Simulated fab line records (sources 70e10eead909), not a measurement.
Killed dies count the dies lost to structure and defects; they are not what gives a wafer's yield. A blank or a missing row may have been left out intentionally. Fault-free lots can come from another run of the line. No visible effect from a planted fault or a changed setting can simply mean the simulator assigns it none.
Matching of chambers / flow nandHarc / cmp-02 running NHARC_P_CONTACT_CMP_01: 4 sister chambers
The step polishes SiO2, target thk 200 nm. 8 wafers are shown with their chamber, then 7 later ones without.

WAFERS, EACH WITH ITS CHAMBER
wafer=L074.2; chamber=2; motorCurrentA (A)=10.9; slurryFlowMlMin=149.5
wafer=L077.3; chamber=3; motorCurrentA (A)=12.3; slurryFlowMlMin=149.6
wafer=L081.1; chamber=0; motorCurrentA (A)=11.0; slurryFlowMlMin=150.2
wafer=L082.1; chamber=2; motorCurrentA (A)=10.6; slurryFlowMlMin=150.4
wafer=L082.2; chamber=0; motorCurrentA (A)=11.7; slurryFlowMlMin=150.3
wafer=L082.4; chamber=1; motorCurrentA (A)=10.9; slurryFlowMlMin=150.1
wafer=L083.1; chamber=1; motorCurrentA (A)=11.5; slurryFlowMlMin=149.9
wafer=L083.2; chamber=3; motorCurrentA (A)=12.6; slurryFlowMlMin=149.4

WAFERS WITHOUT THEIR CHAMBER
wafer=L083.3; motorCurrentA (A)=11.4; slurryFlowMlMin=149.6
wafer=L087.1; motorCurrentA (A)=11.3; slurryFlowMlMin=149.3
wafer=L087.2; motorCurrentA (A)=11.2; slurryFlowMlMin=150.4
wafer=L087.6; motorCurrentA (A)=11.7; slurryFlowMlMin=150.7
wafer=L094.2; motorCurrentA (A)=11.8; slurryFlowMlMin=150.4
wafer=L094.4; motorCurrentA (A)=12.4; slurryFlowMlMin=150.0
wafer=L094.5; motorCurrentA (A)=11.4; slurryFlowMlMin=149.8

EACH ONE'S CHAMBER
wafer=L083.3; from the rows above=can't be placed: 1 or 0 or 2 or 3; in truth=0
wafer=L087.1; from the rows above=can't be placed: 1 or 2 or 0 or 3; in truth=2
wafer=L087.2; from the rows above=can't be placed: 0 or 1 or 2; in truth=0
wafer=L087.6; from the rows above=can't be placed: 0 or 1 or 2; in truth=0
wafer=L094.2; from the rows above=can't be placed: 0 or 1 or 2 or 3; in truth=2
wafer=L094.4; from the rows above=can't be placed: 3 or 0 or 1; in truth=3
wafer=L094.5; from the rows above=can't be placed: 1 or 0 or 2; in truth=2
Placed correctly: 0 of 7. From these rows, 7 cannot be placed; in 7 the true chamber is one of the candidates. 0 placed wrongly.
How it was worked out, from the rows above alone: a wafer's distance from a chamber is the root of the sum, over the readings, of the square of ((its reading less the chamber's mean) divided by the reading's scatter). The wafer belongs to the nearest chamber; if the next one is less than 2 further off, it can't be placed. A chamber's mean is the mean of its shown wafers. The scatter: take each reading less its chamber's mean, square it, sum over the shown wafers, divide by the number of wafers less the number of chambers, and take the root.
